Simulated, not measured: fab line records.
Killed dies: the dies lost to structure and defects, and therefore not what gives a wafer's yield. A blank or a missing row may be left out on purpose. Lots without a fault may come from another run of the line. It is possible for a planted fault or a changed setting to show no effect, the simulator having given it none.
Which tool did it? / flow nandHarc / 36 wafers from 12 lots sampled at 5 of the route's 1159 steps

== WHAT EACH GAUGE READ, for each wafer ==
NHARC_P_M0_INSPECT_27. Usual: 307 for rawDefectCount, sd 110.
lot=L505; measured=day 5 22:03; on=defectInspect-01; rawDefectCount=268 356 508; flag=
lot=L506; measured=day 6 09:11; on=defectInspect-01; rawDefectCount=221 369 197; flag=
lot=L508; measured=day 6 16:01; on=defectInspect-01; rawDefectCount=363 480 486; flag=
lot=L515; measured=day 8 09:32; on=defectInspect-02; rawDefectCount=286 243 182; flag=
lot=L516; measured=day 9 03:09; on=defectInspect-01; rawDefectCount=188 330 206; flag=
lot=L517; measured=day 9 03:50; on=defectInspect-02; rawDefectCount=272 304 282; flag=
lot=L519; measured=day 9 19:51; on=defectInspect-01; rawDefectCount=372 430 330; flag=
lot=L522; measured=day 10 10:55; on=defectInspect-01; rawDefectCount=300 596 647; flag=
lot=L523; measured=day 10 11:32; on=defectInspect-02; rawDefectCount=310 392 384; flag=
lot=L524; measured=day 10 14:46; on=defectInspect-01; rawDefectCount=409 394 326; flag=
lot=L527; measured=day 11 02:30; on=defectInspect-02; rawDefectCount=207 228 314; flag=
lot=L528; measured=day 11 19:23; on=defectInspect-01; rawDefectCount=502 254 306; flag=

NHARC_END_SORT_01. Usual: defectLimitedYield 95.4 %, standard deviation 1.3; killedAtArray 27, standard deviation 8; killedAtOther 0.8, standard deviation 1.2; killedAtPeriphery 3.3, standard deviation 2.3; killedDies 31, standard deviation 8.8; killedOpen 3.2, standard deviation 2.1; killedShort 2.1, standard deviation 1.4; sort_bin_2_pct 1.4 %, standard deviation 0.55; sort_bin_3_pct 0.25 %, standard deviation 0.2; sort_bin_4_pct 2.9 %, standard deviation 0.92; sortNPass 646, standard deviation 8.8; sortRimYieldPct 95.5 %, standard deviation 2.7; sortYieldPct 95.4 %, standard deviation 1.3.
lot=L524; measured=day 24 05:47; on=prober-02; defectLimitedYield (%)=94.5 95.7 95.0; killedAtArray=32 25 28; killedAtOther=0 0 0; killedAtPeriphery=5 4 6; killedDies=37 29 34; killedOpen=5 2 2; killedShort=3 0 1; sort_bin_2_pct (%)=1.5 1.3 1.6; sort_bin_3_pct (%)=0 0 0; sort_bin_4_pct (%)=4.0 3.0 3.4; sortNPass=640 648 643; sortRimYieldPct (%)=96.2 98.1 92.5; sortYieldPct (%)=94.5 95.7 95.0; flag=

== WHAT TOOL EACH LOT RAN ON (gives the tool, then ch and the chambers of the sampled wafers, and finally the start) ==
lot=L505; NHARC_P_M0_PRE_CLEAN_29=pvdSputter-01, day 5 22:03 or earlier; NHARC_P_M1_SOFTBAKE_04=lithoTrack-01 ch 0, day 5 23:00; NHARC_P_M1_ETCH_35=rieDiel-01 ch 2,3, day 5 23:35
lot=L506; NHARC_P_M0_PRE_CLEAN_29=pvdSputter-02, day 6 09:11 or earlier; NHARC_P_M1_SOFTBAKE_04=lithoTrack-04 ch 0, day 6 10:00; NHARC_P_M1_ETCH_35=rieDiel-06 ch 0,1,3, day 6 10:44
lot=L508; NHARC_P_M0_PRE_CLEAN_29=pvdSputter-02, day 6 16:01 or earlier; NHARC_P_M1_SOFTBAKE_04=lithoTrack-04 ch 0, day 6 16:00; NHARC_P_M1_ETCH_35=rieDiel-01 ch 0,3, day 6 17:41
lot=L515; NHARC_P_M0_PRE_CLEAN_29=pvdSputter-01, day 8 09:32 or earlier; NHARC_P_M1_SOFTBAKE_04=lithoTrack-04 ch 0, day 8 10:00; NHARC_P_M1_ETCH_35=rieDiel-11 ch 0,2,3, day 8 11:06
lot=L516; NHARC_P_M0_PRE_CLEAN_29=pvdSputter-03, day 9 03:09 or earlier; NHARC_P_M1_SOFTBAKE_04=lithoTrack-04 ch 0, day 9 04:00; NHARC_P_M1_ETCH_35=rieDiel-01 ch 0,2,3, day 9 04:48
lot=L517; NHARC_P_M0_PRE_CLEAN_29=pvdSputter-01, day 9 03:50 or earlier; NHARC_P_M1_SOFTBAKE_04=lithoTrack-04 ch 0, day 9 04:00; NHARC_P_M1_ETCH_35=rieDiel-06 ch 0,1, day 9 05:30
lot=L519; NHARC_P_M0_PRE_CLEAN_29=pvdSputter-03, day 9 19:51 or earlier; NHARC_P_M1_SOFTBAKE_04=lithoTrack-01 ch 0, day 9 20:00; NHARC_P_M1_ETCH_35=rieDiel-11 ch 0,2,3, day 9 21:31
lot=L522; NHARC_P_M0_PRE_CLEAN_29=pvdSputter-01, day 10 10:55 or earlier; NHARC_P_M1_SOFTBAKE_04=lithoTrack-06 ch 0, day 10 11:00; NHARC_P_M1_ETCH_35=rieDiel-06 ch 0,1,2, day 10 12:28
lot=L523; NHARC_P_M0_PRE_CLEAN_29=pvdSputter-01, day 10 11:32 or earlier; NHARC_P_M1_SOFTBAKE_04=lithoTrack-01 ch 0, day 10 12:00; NHARC_P_M1_ETCH_35=rieDiel-11 ch 0,1,2, day 10 13:09
lot=L524; NHARC_P_M0_PRE_CLEAN_29=pvdSputter-01, day 10 14:46 or earlier; NHARC_P_M1_SOFTBAKE_04=lithoTrack-06 ch 0, day 10 15:00; NHARC_P_M1_ETCH_35=rieDiel-06 ch 0,2,3, day 10 16:17
lot=L527; NHARC_P_M0_PRE_CLEAN_29=pvdSputter-03, day 11 02:30 or earlier; NHARC_P_M1_SOFTBAKE_04=lithoTrack-01 ch 0, day 11 03:00; NHARC_P_M1_ETCH_35=rieDiel-11 ch 0,1, day 11 04:11
lot=L528; NHARC_P_M0_PRE_CLEAN_29=pvdSputter-03, day 11 19:23 or earlier; NHARC_P_M1_SOFTBAKE_04=lithoTrack-06 ch 0, day 11 20:00; NHARC_P_M1_ETCH_35=rieDiel-11 ch 0,2,3, day 11 20:55
- NHARC_P_M0_PRE_CLEAN_29: time 30 s.
- NHARC_P_M1_SOFTBAKE_04: time 55 s.
- NHARC_P_M1_ETCH_35: etches the open film in N2/H2, target depth 40 nm, overetch 12 nm, time 43.94 s.

== WHAT THE TOOLS THEMSELVES READ (means of the sampled wafers that have a number; where no wafer has one, the mark that the record gives instead) ==
NHARC_P_M0_PRE_CLEAN_29. Usual: 432 W for heaterPowerW, sd 54.
lot=L505; tool=pvdSputter-01; heaterPowerW (W)=436; flag=
lot=L506; tool=pvdSputter-02; heaterPowerW (W)=427; flag=
lot=L508; tool=pvdSputter-02; heaterPowerW (W)=428; flag=
lot=L515; tool=pvdSputter-01; heaterPowerW (W)=407; flag=
lot=L516; tool=pvdSputter-03; heaterPowerW (W)=420; flag=
lot=L517; tool=pvdSputter-01; heaterPowerW (W)=390; flag=
lot=L519; tool=pvdSputter-03; heaterPowerW (W)=475; flag=
lot=L522; tool=pvdSputter-01; heaterPowerW (W)=398; flag=
lot=L523; tool=pvdSputter-01; heaterPowerW (W)=393; flag=
lot=L524; tool=pvdSputter-01; heaterPowerW (W)=401; flag=
lot=L527; tool=pvdSputter-03; heaterPowerW (W)=418; flag=
lot=L528; tool=pvdSputter-03; heaterPowerW (W)=439; flag=

NHARC_P_M1_SOFTBAKE_04. Usual: heaterPowerTotalW 188.45 W, standard deviation 0.14; plateTempC 105.02 C, standard deviation 0.14.
lot=L505; tool=lithoTrack-01; heaterPowerTotalW (W)=188.43; plateTempC (C)=105.00; flag=
lot=L506; tool=lithoTrack-04; heaterPowerTotalW (W)=188.49; plateTempC (C)=105.10; flag=
lot=L508; tool=lithoTrack-04; heaterPowerTotalW (W)=188.53; plateTempC (C)=105.00; flag=
lot=L515; tool=lithoTrack-04; heaterPowerTotalW (W)=206.48; plateTempC (C)=-; flag=OFF
lot=L516; tool=lithoTrack-04; heaterPowerTotalW (W)=206.58; plateTempC (C)=-; flag=OFF
lot=L517; tool=lithoTrack-04; heaterPowerTotalW (W)=206.38; plateTempC (C)=-; flag=OFF
lot=L519; tool=lithoTrack-01; heaterPowerTotalW (W)=188.52; plateTempC (C)=105.04; flag=
lot=L522; tool=lithoTrack-06; heaterPowerTotalW (W)=188.36; plateTempC (C)=105.10; flag=
lot=L523; tool=lithoTrack-01; heaterPowerTotalW (W)=188.43; plateTempC (C)=105.01; flag=
lot=L524; tool=lithoTrack-06; heaterPowerTotalW (W)=188.62; plateTempC (C)=105.02; flag=
lot=L527; tool=lithoTrack-01; heaterPowerTotalW (W)=188.48; plateTempC (C)=105.14; flag=
lot=L528; tool=lithoTrack-06; heaterPowerTotalW (W)=188.45; plateTempC (C)=105.10; flag=

NHARC_P_M1_ETCH_35. Usual: drypumpMotorCurrentA 5.8 A, standard deviation 0.43; h2FlowSccm 150.1 sccm, standard deviation 0.4; oesProductAu 0.999 a.u., standard deviation 0.0092; rfVppV 430.2 V, standard deviation 2.3; showerheadPlenumPTorr 2.03 Torr, standard deviation 0.076; throttleValvePct 14.170 %, standard deviation 0.0095.
lot=L505; tool=rieDiel-01; drypumpMotorCurrentA (A)=6.2; h2FlowSccm (sccm)=150.2; oesProductAu (a.u.)=0.999; rfVppV (V)=428.0; showerheadPlenumPTorr (Torr)=1.96; throttleValvePct (%)=14.166; flag=
lot=L506; tool=rieDiel-06; drypumpMotorCurrentA (A)=5.4; h2FlowSccm (sccm)=149.5; oesProductAu (a.u.)=0.999; rfVppV (V)=429.6; showerheadPlenumPTorr (Torr)=2.00; throttleValvePct (%)=14.172; flag=
lot=L508; tool=rieDiel-01; drypumpMotorCurrentA (A)=6.1; h2FlowSccm (sccm)=149.8; oesProductAu (a.u.)=1.000; rfVppV (V)=430.0; showerheadPlenumPTorr (Torr)=2.01; throttleValvePct (%)=14.170; flag=
lot=L515; tool=rieDiel-11; drypumpMotorCurrentA (A)=6.1; h2FlowSccm (sccm)=150.2; oesProductAu (a.u.)=1.006; rfVppV (V)=431.3; showerheadPlenumPTorr (Torr)=2.07; throttleValvePct (%)=14.161; flag=
lot=L516; tool=rieDiel-01; drypumpMotorCurrentA (A)=6.0; h2FlowSccm (sccm)=150.2; oesProductAu (a.u.)=0.998; rfVppV (V)=428.8; showerheadPlenumPTorr (Torr)=1.97; throttleValvePct (%)=14.175; flag=
lot=L517; tool=rieDiel-06; drypumpMotorCurrentA (A)=5.1; h2FlowSccm (sccm)=150.0; oesProductAu (a.u.)=1.002; rfVppV (V)=428.0; showerheadPlenumPTorr (Torr)=1.94; throttleValvePct (%)=14.168; flag=
lot=L519; tool=rieDiel-11; drypumpMotorCurrentA (A)=6.0; h2FlowSccm (sccm)=150.5; oesProductAu (a.u.)=0.997; rfVppV (V)=431.3; showerheadPlenumPTorr (Torr)=2.07; throttleValvePct (%)=14.173; flag=
lot=L522; tool=rieDiel-06; drypumpMotorCurrentA (A)=5.3; h2FlowSccm (sccm)=149.9; oesProductAu (a.u.)=0.999; rfVppV (V)=427.9; showerheadPlenumPTorr (Torr)=1.95; throttleValvePct (%)=14.167; flag=
lot=L523; tool=rieDiel-11; drypumpMotorCurrentA (A)=6.2; h2FlowSccm (sccm)=150.1; oesProductAu (a.u.)=0.994; rfVppV (V)=431.4; showerheadPlenumPTorr (Torr)=2.09; throttleValvePct (%)=14.176; flag=
lot=L524; tool=rieDiel-06; drypumpMotorCurrentA (A)=5.6; h2FlowSccm (sccm)=149.8; oesProductAu (a.u.)=1.002; rfVppV (V)=430.8; showerheadPlenumPTorr (Torr)=2.02; throttleValvePct (%)=14.165; flag=
lot=L527; tool=rieDiel-11; drypumpMotorCurrentA (A)=6.2; h2FlowSccm (sccm)=149.6; oesProductAu (a.u.)=0.989; rfVppV (V)=430.5; showerheadPlenumPTorr (Torr)=2.07; throttleValvePct (%)=14.166; flag=
lot=L528; tool=rieDiel-11; drypumpMotorCurrentA (A)=6.0; h2FlowSccm (sccm)=149.7; oesProductAu (a.u.)=1.004; rfVppV (V)=431.6; showerheadPlenumPTorr (Torr)=2.07; throttleValvePct (%)=14.172; flag=

== THE ANSWER, worked out from the rows above alone ==
Rule: take the mean of a lot's wafers that have a number; if it is more than 3 standard deviations from the usual mean, the lot is off. Also off: a lot with no number at a reading for which 4 or more lots have one. Any other lot the step has rows for is counted as sound. Order of review: gauges by route order, followed by the tools' own readings, for which a lot's mean as printed above is used. The first step at which some lot is off is used, and at that step the reading that is off furthest; a lot without a number counts as furthest.
Off: L515, L516, L517, at NHARC_P_M1_SOFTBAKE_04 (plateTempC). Without a number there: L515, L516, L517.
If a tool, at that step or one of the process steps before it, ran each lot that is off and ran no sound lot following the first of them, it fits. NHARC_P_M0_PRE_CLEAN_29 gives no start for some lots, so the hours and the order of its lots are those of NHARC_P_M0_INSPECT_27. One fits: lithoTrack-04 at NHARC_P_M1_SOFTBAKE_04. Its last sound lot is L508 (day 6 16:00), its first lot that is off L515 (day 8 10:00): a fault that began between those two fits.
The tool's own readings at NHARC_P_M1_SOFTBAKE_04 bear it out: on the lots that are off they differ by more than 5 times the standard deviation of the sound lots' means. heaterPowerTotalW reads 206.48 W there against 188.48 W on the sound lots.
Blank at NHARC_P_M1_SOFTBAKE_04 on the lots that are off, where sound lots have numbers: plateTempC.

== WHAT HAD BEEN PUT IN BY THE SIMULATOR ==
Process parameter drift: lithoTrack-04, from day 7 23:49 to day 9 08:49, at NHARC_P_M1_SOFTBAKE_04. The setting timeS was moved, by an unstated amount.
Shown lots that were struck: L515, L516, L517. Same finding as the rule above.
